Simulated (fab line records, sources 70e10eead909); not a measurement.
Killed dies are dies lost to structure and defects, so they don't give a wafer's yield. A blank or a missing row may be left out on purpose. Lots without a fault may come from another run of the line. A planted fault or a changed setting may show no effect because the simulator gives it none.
fab line records | flow nand_harc
record lots=7 wafers=21 last_day=32
route steps=1302 shown A_STAIRCASE@873 END@1302
lots that met no fault: from a run of the same line without faults
start_h: hours from the record's first day to the start of the lot's first wafer shown | wait_h: hours since the lot's step before | " the same as in the row above | L1.1+2: a row that stands for several wafers | - no value, or no start given | * or withheld: withheld | < > ~ a bound
route shown NAME@n: a module of which the file shows steps, and the number in the route of the first | usual: mean/standard deviation of fault-free wafers | same: alike in all rows | chamber/n: place in a boat | sites: the reading at each site | _std_site: their standard deviation | _edge_site: outer sites' mean less inner sites' | radius_mm: how far each site lies from the wafer's centre | mask NAME#n: copy n | behind: the tool/chamber that last shaped the wafer | hold: why the lot was held/for how many hours/how that ended | device: the transistor (n, p or np) that didn't switch | end of line: the same wafers' tests at the end of the route | a step without rows: its recipe alone | killed: dies lost to structure and defects at the first sort, not the wafer's yield | map: a wafer's dies, x killed, . not, _ none there
set.NAME: the setting as run; set.NAME@STEP: as run at that earlier step | model.NAME: the simulator's own value behind a step, which no gauge read
lots at some steps of the route; a table a step, a row a wafer
services: from which hour (start_h, from the record's first day; less than 0 if before it) a tool's chamber was out of use, for how many hours, and why
## steps
# step NHARC_A_STAIRCASE_STRIP_447
# recipe time_s=900 temp_c=130 chemistry=SPM
# step NHARC_A_STAIRCASE_PRECLEAN_448
# recipe time_s=* temp_c=50 bath_age_min=0 chemistry=SC1
# step NHARC_A_STAIRCASE_SRD_449
# step NHARC_A_STAIRCASE_CMP_450
# recipe target_thk_nm=200 material=SiO2
# usual motor_current_A=11.8/1.2
# columns lot.wafer tool chamber start_h wait_h motor_current_A
L156.4 cmp-04 1 448.55 - 11.7
L156.2 " 3 " " 10.4
L156.3 " 0 " " 12.5
L161.2 cmp-01 3 506.99 - 11.3
L161.3 " 0 " " 11.5
L161.1 " 2 " " 12.3
L162.3 cmp-01 1 525.74 - 14.4
L162.2 " 2 " " 12.0
L162.6 " 3 " " 11.0
L164.1 cmp-01 0 536.22 - 11.8
L164.6 " 3 " " 11.7
L164.5 " 0 " " 11.6
L166.3 cmp-02 1 543.19 - 14.0
L166.4 " 2 " " 11.8
L166.6 " 0 " " 10.4
L165.2 cmp-02 0 544.49 - 10.0
L165.3 " 1 " " 13.4
L165.6 " 0 " " 10.4
L173.2 cmp-04 0 626.95 - 11.6
L173.4 " 1 " " 11.8
L173.6 " 3 " " 10.7
# step NHARC_A_STAIRCASE_CMP_152
# step NHARC_A_STAIRCASE_SRD_154
# step NHARC_A_STAIRCASE_ETCH_403
# recipe target_depth_a=1082 chemistry=dHF material=SiO2
# step NHARC_A_STAIRCASE_ETCHBACK_422
# recipe target_depth_a=400 over_etch_frac=0.3 time_s=74.286 ion_energy_ev=120 ch3f_flow_sccm=50 o2_flow_sccm=30 ar_flow_sccm=200 rf_w=500 bias_w=100 chemistry=CH3F/O2
# usual drypump_motor_current_A=5.8/0.56 oes_product_au=0.96/0.037 rf_vpp_V=243.5/1.5 showerhead_plenum_p_Torr=2.40/0.093 throttle_valve_pct=20.664/0.0094
# columns lot.wafer tool chamber start_h wait_h drypump_motor_current_A oes_product_au rf_hours_counter_h rf_vpp_V showerhead_plenum_p_Torr throttle_valve_pct
L156.2 rie_diel-12 3 449.08 0.1 5.4 0.93 59 242.6 2.41 20.663
L156.3 " 1 " " 6.1 0.95 54 244.4 2.39 20.673
L156.4 " 2 " " 5.9 0.95 55 243.4 2.41 20.670
L161.1 rie_diel-02 1 507.52 0.1 6.0 0.91 38 242.3 2.31 20.654
L161.3 " 2 " " 4.8 0.93 38 244.2 2.39 20.672
L161.2 " 0 " " 5.6 0.94 36 243.5 2.28 20.675
L162.2 rie_diel-12 0 526.25 0.1 6.7 1.00 28 242.8 2.29 20.655
L162.3 " 2 " " 5.8 0.99 28 243.9 2.40 20.654
L162.6 " 0 " " 6.7 0.99 - 242.1 2.29 20.641
L164.1 rie_diel-12 1 536.77 0.2 6.1 0.93 29 244.4 2.38 20.666
L164.6 " 3 " " 5.4 0.93 - 242.9 2.40 20.656
L164.5 " 0 " " 6.7 0.92 - 242.1 2.29 20.662
L166.3 rie_diel-12 2 543.76 0.1 5.8 0.93 35 244.5 2.40 20.664
L166.4 " 1 " " 6.1 0.92 32 242.5 2.38 20.661
L166.6 " 3 " " 5.4 0.93 - 242.3 2.40 20.658
L165.2 rie_diel-09 1 545.03 0.1 5.6 0.98 12 245.8 2.55 20.659
L165.3 " 2 " " 5.5 1.00 14 244.9 2.48 20.655
L165.6 " 1 " " 5.5 0.98 - 243.7 2.55 20.668
L173.2 rie_diel-09 1 627.50 0.2 5.6 0.90 40 245.9 2.54 20.670
L173.4 " 3 " " 6.6 0.94 41 244.8 2.52 20.658
L173.6 " 2 " " 5.5 0.93 - 244.4 2.47 20.673
# step NHARC_A_STAIRCASE_ETCH_423
# recipe target_depth_a=300 chemistry=dHF material=SiO2
# step NHARC_A_STAIRCASE_ETCHBACK_157
# recipe target_depth_a=900 over_etch_frac=0.3 time_s=167.14 ion_energy_ev=120 ch3f_flow_sccm=50 o2_flow_sccm=30 ar_flow_sccm=200 rf_w=500 bias_w=100 chemistry=CH3F/O2
# usual drypump_motor_current_A=5.8/0.56 oes_product_au=0.97/0.034 rf_vpp_V=243.5/1.6 showerhead_plenum_p_Torr=2.40/0.096 throttle_valve_pct=20.662/0.0085
# columns lot.wafer tool chamber start_h wait_h drypump_motor_current_A oes_product_au rf_hours_counter_h rf_vpp_V showerhead_plenum_p_Torr throttle_valve_pct
L156.4 rie_diel-09 2 449.46 0.2 5.5 0.92 35 244.9 2.49 20.669
L156.3 " 0 " " 5.3 0.91 40 243.9 2.45 20.659
L156.2 " 1 " " 5.6 0.93 34 244.9 2.56 20.643
L161.2 rie_diel-02 1 507.88 0.2 6.0 0.94 38 243.5 2.31 20.664
L161.1 " 3 " " 6.1 0.95 36 242.6 2.33 20.659
L161.3 " 0 " " 5.6 0.94 36 241.6 2.28 20.662
L162.2 rie_diel-12 2 526.64 0.2 5.8 1.00 28 243.5 2.40 20.662
L162.3 " 3 " " 5.4 1.01 30 243.5 2.40 20.672
L162.6 " 0 " " 6.8 1.01 - 240.5 2.29 20.669
L164.1 rie_diel-02 2 537.15 0.2 4.7 0.92 50 242.1 2.39 20.662
L164.6 " 3 " " 6.0 0.92 - 243.3 2.33 20.655
L164.5 " 2 " " 4.7 0.92 - 243.9 2.39 20.665
L166.3 rie_diel-09 1 544.11 0.2 5.6 0.99 12 244.2 2.55 20.664
L166.4 " 2 " " 5.5 1.01 14 244.3 2.48 20.666
L166.6 " 1 " " 5.5 0.99 - 246.2 2.55 20.662
L165.3 rie_diel-12 1 545.50 0.2 6.2 0.93 32 242.7 2.38 20.665
L165.2 " 2 " " 5.8 0.93 35 242.2 2.40 20.665
L165.6 " 3 " " 5.4 0.93 - 243.1 2.40 20.650
L173.4 rie_diel-02 2 627.86 0.2 4.8 0.91 11 243.5 2.38 20.662
L173.2 " 0 " " 5.5 0.91 13 247.2 2.66 20.662
L173.6 " 2 " " 4.8 0.91 - 243.1 2.38 20.658
# step NHARC_A_STAIRCASE_STRIP_475
# recipe time_s=20 o2_flow_sccm=500 ar_flow_sccm=0 bias_w=0 chemistry=O2
# usual drypump_motor_current_A=5.8/0.56 oes_product_au=1.000/0.012 rf_vpp_V=57.6/0.97 showerhead_plenum_p_Torr=3.47/0.14 throttle_valve_pct=17.036/0.0091
# columns lot.wafer tool chamber start_h wait_h drypump_motor_current_A oes_product_au rf_hours_counter_h rf_vpp_V showerhead_plenum_p_Torr throttle_valve_pct
L156.3 rie_diel-09 2 - - 5.5 1.008 35 57.4 3.58 17.040
L156.4 " 3 " " 6.6 1.004 39 57.6 3.65 17.041
L156.2 " 1 " " 5.6 1.007 34 57.8 3.67 17.021
L161.3 rie_diel-02 1 - - 6.0 0.993 39 58.2 3.32 17.034
L161.1 " 3 " " 6.1 1.001 36 59.1 3.35 17.032
L161.2 " 0 " " 5.6 1.013 36 55.5 3.27 17.050
L162.2 rie_diel-12 3 - - 5.3 1.015 30 57.2 3.45 17.040
L162.3 " 0 " " 6.8 1.009 28 55.5 3.30 17.054
L162.6 " 1 " " 6.2 0.997 - 57.9 3.42 17.031
L164.1 rie_diel-02 0 537.38 0.2 5.6 0.999 48 57.3 3.27 17.037
L164.6 " 2 " " 4.7 0.995 - 56.5 3.43 17.040
L164.5 " 0 " " 5.6 1.005 - 58.2 3.27 17.028
L166.4 rie_diel-09 3 - - 6.6 1.027 14 58.6 3.63 17.037
L166.3 " 0 " " 5.4 0.981 12 57.3 3.51 17.037
L166.6 " 0 " " 5.4 0.997 - 57.6 3.51 17.039
L165.2 rie_diel-12 2 - - 5.9 1.000 35 57.3 3.44 17.030
L165.3 " 3 " " 5.4 1.000 39 57.3 3.45 17.030
L165.6 " 0 " " 6.7 0.985 - 57.5 3.29 17.017
L173.4 rie_diel-02 3 - - 6.0 0.998 13 55.2 3.33 17.037
L173.2 " 1 " " 6.1 1.016 15 58.1 3.31 17.026
L173.6 " 0 " " 5.6 0.987 - 58.0 3.80 17.040
# step NHARC_A_STAIRCASE_DEP_471
# recipe target_thk_a=1000 temp_c=400 pressure_torr=6.5 rf_w=900 teos_flow_sccm=161.4 flow_sccm=2650 target_thk_nm=100 gas=O2 material=SiO2
# usual heater_power_w=513/93 rf_fwd_power_W=896.3/2.8 throttle_valve_pct=15.8/0.52
# columns lot.wafer tool chamber start_h wait_h heater_power_w rf_fwd_power_W since_wet_clean_h throttle_valve_pct
L156.2 pecvd-02 0 449.76 - 634 894.2 29 15.8
L156.3 " 2 " " 539 893.2 29 15.6
L156.4 " 0 " " 633 897.0 - 15.6
L161.1 pecvd-03 0 508.17 - 571 895.3 129 16.5
L161.3 " 1 " " 372 898.2 129 15.9
L161.2 " 2 " " 534 898.7 129 16.0
L162.2 pecvd-02 2 527.01 - 484 749.8 106 15.6
L162.3 " 0 " " 680 748.4 106 16.4
L162.6 " 1 " " 483 752.7 - 14.9
L164.1 pecvd-02 2 537.53 - 541 751.5 117 15.5
L164.6 " 1 " " 442 749.1 - 15.2
L164.5 " 2 " " 543 752.2 - 15.7
L166.3 pecvd-04 0 544.56 - 527 898.5 82 16.1
L166.4 " 1 " " 528 899.3 - 16.5
L166.6 " 0 " " 535 900.6 - 15.9
L165.2 pecvd-02 2 545.77 - 610 758.7 125 15.6
L165.3 " 0 " " 701 751.8 125 16.0
L165.6 " 2 " " 611 755.0 - 15.5
L173.2 pecvd-02 0 628.20 - 534 897.0 26 16.5
L173.4 " 0 " " 549 888.9 - 16.3
L173.6 " 1 " " 428 894.9 - 14.7
# step NHARC_A_STAIRCASE_CMP_472
# recipe material=SiO2
# usual motor_current_A=11.8/1.1
# columns lot.wafer tool chamber start_h wait_h motor_current_A
L156.2 cmp-04 3 450.04 0.2 10.8
L156.3 " 0 " " 11.9
L156.4 " 1 " " 12.2
L161.3 cmp-01 2 508.47 0.2 12.0
L161.1 " 3 " " 11.4
L161.2 " 0 " " 12.4
L162.3 cmp-04 2 527.27 0.2 12.6
L162.2 " 0 " " 11.6
L162.6 " 2 " " 12.5
L164.1 cmp-04 2 537.82 0.3 11.6
L164.5 " 3 " " 9.9
L164.6 " 0 " " 11.5
L166.3 cmp-04 1 544.78 0.2 12.0
L166.4 " 3 " " 11.3
L166.6 " 1 " " 12.3
L165.2 cmp-01 3 546.01 0.2 11.5
L165.3 " 0 " " 11.8
L165.6 " 3 " " 11.3
L173.4 cmp-04 1 628.50 0.2 12.2
L173.2 " 3 " " 10.2
L173.6 " 0 " " 12.0
# step NHARC_END_SORT_01
# recipe temp_c=25
# usual killed_at_array=59/21 killed_at_other=1.0/1.1 killed_at_periphery=4.0/2.6 killed_dies=64/21 killed_open=3.2/1.7 killed_short=2.5/1.5
# same gross_dies=677
# columns lot.wafer tool chamber start_h wait_h killed_at_array killed_at_other killed_at_periphery killed_dies killed_open killed_short
L156.2 prober-01 0 594.40 2.8 22 1 3 26 3 3
L156.3 prober-01 0 595.21 3.1 24 0 4 28 2 3
L156.4 prober-01 0 596.03 3.4 24 2 2 28 4 6
L161.1 prober-02 0 640.08 2.5 78 0 0 78 4 1
L161.2 prober-02 0 640.87 2.8 85 3 3 91 5 2
L161.3 prober-02 0 641.66 3.1 78 0 1 79 3 1
L162.2 prober-01 0 654.00 2.8 55 3 3 61 2 0
L162.3 prober-01 0 654.80 3.1 45 1 6 52 3 2
L162.6 prober-01 0 657.20 4.0 59 1 4 64 4 2
L164.1 prober-01 0 663.34 2.5 84 1 2 87 6 2
L164.5 prober-01 0 666.56 3.7 91 0 1 92 5 1
L164.6 prober-01 0 667.36 4.0 90 1 2 93 2 2
L165.2 prober-01 0 674.20 2.8 45 0 2 47 4 1
L165.3 prober-01 0 674.99 3.1 54 2 3 59 5 3
L165.6 prober-01 0 677.38 4.0 38 0 2 40 4 7
L166.3 prober-02 0 675.03 3.1 84 1 1 86 2 2
L166.4 prober-02 0 675.83 3.4 89 0 2 91 1 1
L166.6 prober-02 0 677.44 4.0 79 1 4 84 1 3
L173.2 prober-02 0 765.77 2.8 60 2 2 64 2 0
L173.4 prober-02 0 767.36 3.4 63 0 1 64 2 2
L173.6 prober-02 0 768.95 4.0 55 0 0 55 0 2
# killed by level:class
L156.2 A_CHANNEL_HOLE_D2:chamber_film_flake=10 A_CONTACT:chamber_film_flake=3 P_M0:geometric_particle:open=2 A_CHANNEL_HOLE_D1:chamber_film_flake=2 A_CHANNEL_HOLE_D1:geometric_particle:short=1 A_CHANNEL_HOLE_D2:geometric_particle:short=1 A_CHANNEL_FILL_D2:geometric_particle:short=1 A_M0:geometric_particle:open=1
L156.3 A_CHANNEL_HOLE_D2:chamber_film_flake=9 A_CHANNEL_HOLE_D1:chamber_film_flake=4 A_CONTACT:chamber_film_flake=4 P_GATE:chamber_film_flake=2 A_DECK1_JOINT:chamber_film_flake=2 A_STAIRCASE:chamber_film_flake=2 P_GATE:geometric_particle:open=1 P_M1:geometric_particle:short=1
L156.4 A_CHANNEL_HOLE_D2:chamber_film_flake=11 A_ONON_D1:geometric_particle:short=2 A_BLC:geometric_particle:open=2 P_GATE:chamber_film_flake=2 THIN_TSV:chamber_film_flake=2 A_DECK1_JOINT:geometric_particle:short=1 A_ONON_D2:geometric_particle:open=1 A_SGD_CUT:geometric_particle:short=1
L161.1 A_SLIT:chamber_film_flake=32 A_CHANNEL_HOLE_D2:chamber_film_flake=31 A_STAIRCASE:chamber_film_flake=4 A_CHANNEL_HOLE_D1:chamber_film_flake=3 A_CHANNEL_FILL_D1:geometric_particle:open=2 A_ONON_D1:geometric_particle:short=1 A_CHANNEL_FILL_D2:geometric_particle:open=1 A_M0:geometric_particle:open=1
L161.2 A_CHANNEL_HOLE_D2:chamber_film_flake=37 A_SLIT:chamber_film_flake=31 A_CHANNEL_HOLE_D1:chamber_film_flake=6 A_STAIRCASE:chamber_film_flake=5 THIN_TSV:chamber_film_flake=3 P_GATE:geometric_particle:open=1 P_CONTACT:geometric_particle:open=1 A_CHANNEL_FILL_D1:geometric_particle:short=1
L161.3 A_CHANNEL_HOLE_D2:chamber_film_flake=34 A_SLIT:chamber_film_flake=31 A_STAIRCASE:chamber_film_flake=4 A_CHANNEL_HOLE_D1:chamber_film_flake=3 A_CONTACT:chamber_film_flake=2 A_DECK1_JOINT:geometric_particle:open=1 A_WL_FILL:geometric_particle:open=1 A_M0:geometric_particle:short=1
L162.2 A_SLIT:chamber_film_flake=26 A_CHANNEL_HOLE_D2:chamber_film_flake=9 A_CONTACT:chamber_film_flake=9 A_STAIRCASE:chamber_film_flake=7 THIN_TSV:chamber_film_flake=3 P_M2:chamber_film_flake=2 A_CHANNEL_HOLE_D1:chamber_film_flake=2 A_CHANNEL_FILL_D1:geometric_particle:open=1
L162.3 A_SLIT:chamber_film_flake=31 A_CHANNEL_HOLE_D2:chamber_film_flake=5 P_ZERO_WELL:chamber_film_flake=4 A_STAIRCASE:chamber_film_flake=3 A_CHANNEL_HOLE_D1:chamber_film_flake=2 P_GATE:geometric_particle:open=1 A_ONON_D1:geometric_particle:short=1 A_WL_FILL:geometric_particle:short=1
L162.6 A_SLIT:chamber_film_flake=27 A_CHANNEL_HOLE_D2:chamber_film_flake=11 A_STAIRCASE:chamber_film_flake=7 A_CONTACT:chamber_film_flake=6 P_ZERO_WELL:chamber_film_flake=2 A_CHANNEL_HOLE_D1:chamber_film_flake=2 P_GATE:geometric_particle:open=1 A_SOURCE_PLATE:geometric_particle:open=1
L164.1 A_CHANNEL_HOLE_D1:chamber_film_flake=36 A_SLIT:chamber_film_flake=23 A_CHANNEL_HOLE_D2:chamber_film_flake=10 A_CONTACT:chamber_film_flake=6 A_SOURCE_PLATE:geometric_particle:short=1 A_ONON_D1:geometric_particle:open=1 A_CHANNEL_FILL_D1:geometric_particle:short=1 A_CHANNEL_FILL_D1:geometric_particle:open=1
L164.5 A_CHANNEL_HOLE_D1:chamber_film_flake=33 A_SLIT:chamber_film_flake=33 A_CHANNEL_HOLE_D2:chamber_film_flake=12 A_CONTACT:chamber_film_flake=4 A_WL_FILL:geometric_particle:open=2 A_STAIRCASE:chamber_film_flake=2 P_M0:geometric_particle:open=1 A_CHANNEL_FILL_D1:geometric_particle:short=1
L164.6 A_SLIT:chamber_film_flake=36 A_CHANNEL_HOLE_D1:chamber_film_flake=30 A_CHANNEL_HOLE_D2:chamber_film_flake=18 A_WL_FILL:geometric_particle:open=2 A_ONON_D1:geometric_particle:short=1 A_STAIRCASE:geometric_particle:short=1 P_GATE:chamber_film_flake=1 P_M1:chamber_film_flake=1
L165.2 A_CHANNEL_HOLE_D2:chamber_film_flake=22 A_CHANNEL_HOLE_D1:chamber_film_flake=9 A_CONTACT:chamber_film_flake=4 A_CHANNEL_FILL_D1:chamber_film_flake=3 A_STAIRCASE:chamber_film_flake=2 P_GATE:geometric_particle:open=1 A_ONON_D1:geometric_particle:short=1 A_CHANNEL_FILL_D1:geometric_particle:open=1
L165.3 A_CHANNEL_HOLE_D2:chamber_film_flake=26 A_CHANNEL_HOLE_D1:chamber_film_flake=10 A_CONTACT:chamber_film_flake=5 A_DECK1_JOINT:chamber_film_flake=4 A_CHANNEL_FILL_D1:geometric_particle:open=3 P_STI:geometric_particle:short=2 THIN_TSV:chamber_film_flake=2 A_ONON_D1:geometric_particle:short=1
L166.3 A_CHANNEL_HOLE_D1:chamber_film_flake=36 A_SLIT:chamber_film_flake=31 A_CHANNEL_HOLE_D2:chamber_film_flake=11 A_SOURCE_PLATE:geometric_particle:short=1 A_DECK1_JOINT:geometric_particle:open=1 A_ONON_D2:geometric_particle:short=1 A_BLC:geometric_particle:open=1 P_BONDPAD:chamber_film_flake=1
L166.4 A_CHANNEL_HOLE_D1:chamber_film_flake=34 A_SLIT:chamber_film_flake=34 A_CHANNEL_HOLE_D2:chamber_film_flake=18 P_BONDPAD:chamber_film_flake=2 A_CHANNEL_HOLE_D1:geometric_particle:short=1 A_BLC:geometric_particle:open=1 A_STAIRCASE:chamber_film_flake=1
L165.6 A_CHANNEL_HOLE_D2:chamber_film_flake=13 A_CHANNEL_HOLE_D1:chamber_film_flake=7 A_WL_FILL:geometric_particle:short=3 A_DECK1_JOINT:chamber_film_flake=3 A_SLIT:chamber_film_flake=2 P_M0:geometric_particle:open=1 A_SOURCE_PLATE:geometric_particle:short=1 A_ONON_D1:geometric_particle:open=1
L166.6 A_SLIT:chamber_film_flake=32 A_CHANNEL_HOLE_D1:chamber_film_flake=26 A_CHANNEL_HOLE_D2:chamber_film_flake=14 A_ZERO_WELL:chamber_film_flake=3 P_STI:geometric_particle:short=1 P_CONTACT:geometric_particle:open=1 A_DECK1_JOINT:geometric_particle:short=1 A_SGD_CUT:geometric_particle:short=1
L173.2 A_CHANNEL_HOLE_D2:chamber_film_flake=25 A_CHANNEL_HOLE_D1:chamber_film_flake=12 A_SLIT:chamber_film_flake=10 A_CONTACT:chamber_film_flake=8 A_CHANNEL_FILL_D1:chamber_film_flake=2 A_STAIRCASE:chamber_film_flake=2 THIN_TSV:chamber_film_flake=2 P_CONTACT:geometric_particle:open=1
L173.4 A_CHANNEL_HOLE_D2:chamber_film_flake=19 A_CHANNEL_HOLE_D1:chamber_film_flake=14 A_CONTACT:chamber_film_flake=12 A_SLIT:chamber_film_flake=7 A_STAIRCASE:chamber_film_flake=4 A_CHANNEL_FILL_D1:chamber_film_flake=2 A_SOURCE_PLATE:geometric_particle:open=1 A_ONON_D2:geometric_particle:short=1
L173.6 A_CHANNEL_HOLE_D2:chamber_film_flake=19 A_CHANNEL_HOLE_D1:chamber_film_flake=11 A_SLIT:chamber_film_flake=9 A_CONTACT:chamber_film_flake=7 A_STAIRCASE:chamber_film_flake=4 A_ONON_D2:geometric_particle:short=1 A_WL_FILL:geometric_particle:short=1 A_ZERO_WELL:chamber_film_flake=1
## services
# columns tool chamber start_h hours kind
rie_diel-09 2 427.47 7.2 repair
cmp-02 - 428.50 4.0 pm
cmp-02 - 446.64 4.6 repair
rie_diel-12 - 449.16 9.0 pm
cmp-01 - 479.70 4.0 pm
rie_diel-09 - 497.19 9.0 pm
cmp-04 - 503.12 4.0 pm
cmp-01 - 505.93 0.6 repair
cmp-02 - 512.96 2.0 repair
cmp-04 - 517.60 3.5 repair
cmp-02 - 525.95 0.5 repair
cmp-01 - 528.35 7.4 repair
rie_diel-02 1 529.22 12.6 repair
cmp-01 - 569.26 2.2 repair
rie_diel-02 - 571.09 9.0 pm
cmp-01 - 577.70 4.0 pm
pecvd-02 - 589.00 13.0 pm
rie_diel-02 0 590.84 10.3 repair
rie_diel-02 2 600.13 4.2 repair
cmp-04 - 601.12 4.0 pm
rie_diel-02 0 611.89 2.5 repair
pecvd-02 - 613.46 1.1 repair
rie_diel-12 0 616.67 2.9 repair
rie_diel-12 - 626.16 9.0 pm
## key
first_sign step=NHARC_A_STAIRCASE_DEP_471 reading=rf_fwd_power_W direction=down sigmas=51 usual=* struck=*
effect none on later readings
met_at NHARC_A_STAIRCASE_DEP_471
struck_wafers L162.2,L162.3,L162.6,L164.1,L164.5,L164.6,L165.2,L165.3,L165.6
tester_left_out L162,L164,L165
onset_between 449.76 527.01
fault kind=process_parameter_drift tool=pecvd-02 chamber=- onset_h=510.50 steps=NHARC_A_STAIRCASE_DEP_471 channel=rf_w offset=* shape=step end_h=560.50 acts_in=* stated=*
# tester_left_out: of these lots the tester's yield and bins aren't shown, on N5 and GAA mostly nor the transistor test; their killed dies are dies lost to structure and defects alone, not to doping, threshold or leakage, so they don't give the yield
